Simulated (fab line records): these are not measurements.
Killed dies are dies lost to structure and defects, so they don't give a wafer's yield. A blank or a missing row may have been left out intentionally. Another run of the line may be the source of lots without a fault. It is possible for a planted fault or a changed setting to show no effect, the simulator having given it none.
A lot that was struck, set against a sound lot || flow n5_finfet || 23 out of 1938 route steps
Sound: the wafers L801.1, L801.3, L801.5. Wafers struck: L799.2, L799.3, L799.4. The cause is named last.
Order at every step that has rows: each side's tool, ch and its chambers, its first start. Under that, the readings that differ: sound wafers || struck wafers || difference of the means || sigmas: that difference in standard deviations of wafers without a fault.
alike: words and numbers the same on both sides, and readings whose means are apart by under 2 such deviations; not compared: readings that were withheld, readings missing a value for some wafer, numbers with overlapping values and no deviation given by the record, and bounds like >300 which may hide the same value.
Wherever a step has rows on one side only, a row that says differs or no value, or a row with sigmas, the two part there. Non-overlapping numbers with no deviation appear without sigmas and do not part them. Lack of a reading on every wafer of one side parts them only where that side has two or more wafers.

first, 1 step without rows for these wafers: N5_STI_FIN_REVEAL_CMP_04 (polishes, stops on Si3N4, t overpolish 4 s, target thk 131.83 nm).
N5_STI_FIN_REVEAL_THK_MEAS_05:
  sound on film_metro-01, day 7 21:32; struck on film_metro-02, day 7 09:44
  alike: thk_nm
N5_STI_FIN_REVEAL_DENSIFY_30:
  sound on rtp_anneal-01 ch 0, day 7 21:34; struck on rtp_anneal-01 ch 0, day 7 09:50
  alike: lamp_power_pct, lamp_zone_4_pct
  not compared: wafer_temp_C_max
N5_STI_FIN_REVEAL_ETCHBACK_08: etches SiO2 in C4F6/O2, target depth 30.5 nm, time 10.167 s.
  sound on rie_diel-06 ch 0,2,3, day 7 21:46; struck on rie_diel-02 ch 0,2,3, day 7 10:01
  alike: C4F6_flow_sccm, drypump_motor_current_A, mfc_ar_sccm, oes_product_au, rf_vpp_V, showerhead_plenum_p_Torr, throttle_valve_pct
  not compared: rf_hours_counter_h
N5_STI_FIN_REVEAL_STRIP_24: strips in N2/H2, time 90 s.
  sound on rie_diel-06 ch 0,2,3, day 7 21:49; struck on rie_diel-02 ch 0,2,3, day 7 10:03
  alike: drypump_motor_current_A, oes_product_au, rf_vpp_V, showerhead_plenum_p_Torr, throttle_valve_pct
  not compared: rf_hours_counter_h
then, 4 steps without rows for these wafers: N5_STI_FIN_REVEAL_PRECLEAN_25 (cleans in SPM, time 90 s); N5_STI_FIN_REVEAL_PRECLEAN_26 (cleans in SC1, time 45 s); N5_STI_FIN_REVEAL_PRECLEAN_29 (cleans in DHF, time 30 s); N5_STI_FIN_REVEAL_SRD_12 (time 30 s).
N5_STI_FIN_REVEAL_RECESS_09: chemistry HF/NH3, target SiO2, afs cycles 11, target depth 42.5 nm, sublimation time 60 s.
  sound on vapor_etch-02 ch 0,1, day 7 22:01; struck on vapor_etch-02 ch 0,1, day 7 10:16
  alike: drypump_motor_current_A
then, 2 steps without rows for these wafers: N5_STI_FIN_REVEAL_STRIP_16 (strips SiNx in H3PO4, target depth 23.8 nm); N5_STI_FIN_REVEAL_PRECLEAN_17 (cleans in NF3:NH3, afs cycles 1, time 20 s, sublimation time 60 s).
N5_STI_FIN_REVEAL_ETCH_34: etches Si in H2, material Si, target depth 0.97 nm.
  sound on rie_si-05 ch 1,2, day 8 00:07; struck on rie_si-02 ch 0,2,3, day 7 12:23
  no value came back on the struck wafers for any of 5 readings (bias_w (W), chamber_pressure_mTorr (mTorr) and others); on the sound wafers bias_w (W) reads 0 0 0
  not compared: rf_hours_counter_h
then, 4 steps without rows for these wafers: N5_STI_FIN_REVEAL_OXIDATION_31 (chemistry O2 PLASMA REMOTE, time 20 s); N5_STI_FIN_REVEAL_PRECLEAN_32 (cleans in NF3:NH3, afs cycles 1, time 20 s, sublimation time 60 s); N5_STI_FIN_REVEAL_STRIP_35 (strips Si3N4 in H3PO4, target depth 4 nm, time 39 s); N5_STI_FIN_REVEAL_SRD_21 (time 30 s).
N5_STI_FIN_REVEAL_OXIDATION_33: chemistry O2 PLASMA REMOTE, time 20 s.
  sound on plasma_asher-01 ch 0,1, day 8 00:33; struck on plasma_asher-02 ch 0,1, day 7 12:47
  alike: drypump_motor_current_A, heater_power_w
  not compared: rf_hours_counter_h
then, 2 steps without rows for these wafers: N5_STI_FIN_REVEAL_CLEAN_19 (cleans in O3/DIW, time 120 s); N5_STI_FIN_REVEAL_SRD_23 (time 30 s).
N5_STI_FIN_REVEAL_CD_MEAS_22: target cd 6.238 nm, pitch 28 nm.
  sound on cd_sem-02, day 8 00:43; struck on cd_sem-01, day 7 12:57
{"reading": "cd_nm (nm)", "sound": "6.05 6.58 6.31", "struck": "8.13 7.99 8.07", "difference": "+1.75", "sigmas": "+7"}
N5_STI_FIN_REVEAL_FIN_H_MEAS_10:
  sound on ocd-01, day 8 00:44; struck on ocd-01, day 7 12:59
  alike: trench_depth_nm
-- record jumps: 10 days separate the struck wafers' starts on either side; left off in module STI_FIN_REVEAL, taken up again in module PASSIVATION, whose first shown step is the route's number 1936 --
N5_PASSIVATION_PROBE_49:
  sound on prober-01, day 19 08:46; struck on prober-02, day 17 15:00
  alike: killed_at_M0_to_M3, killed_at_M4_up, killed_at_contacts, killed_at_front_end, killed_at_other, killed_dies, killed_open, killed_short

WHERE THEY PART
At N5_STI_FIN_REVEAL_ETCH_34 first; at N5_STI_FIN_REVEAL_CD_MEAS_22 last (within this record only). Later steps at which nothing parts them and some readings are alike: N5_STI_FIN_REVEAL_FIN_H_MEAS_10, N5_PASSIVATION_PROBE_49.

WHY: whatever the simulator had introduced
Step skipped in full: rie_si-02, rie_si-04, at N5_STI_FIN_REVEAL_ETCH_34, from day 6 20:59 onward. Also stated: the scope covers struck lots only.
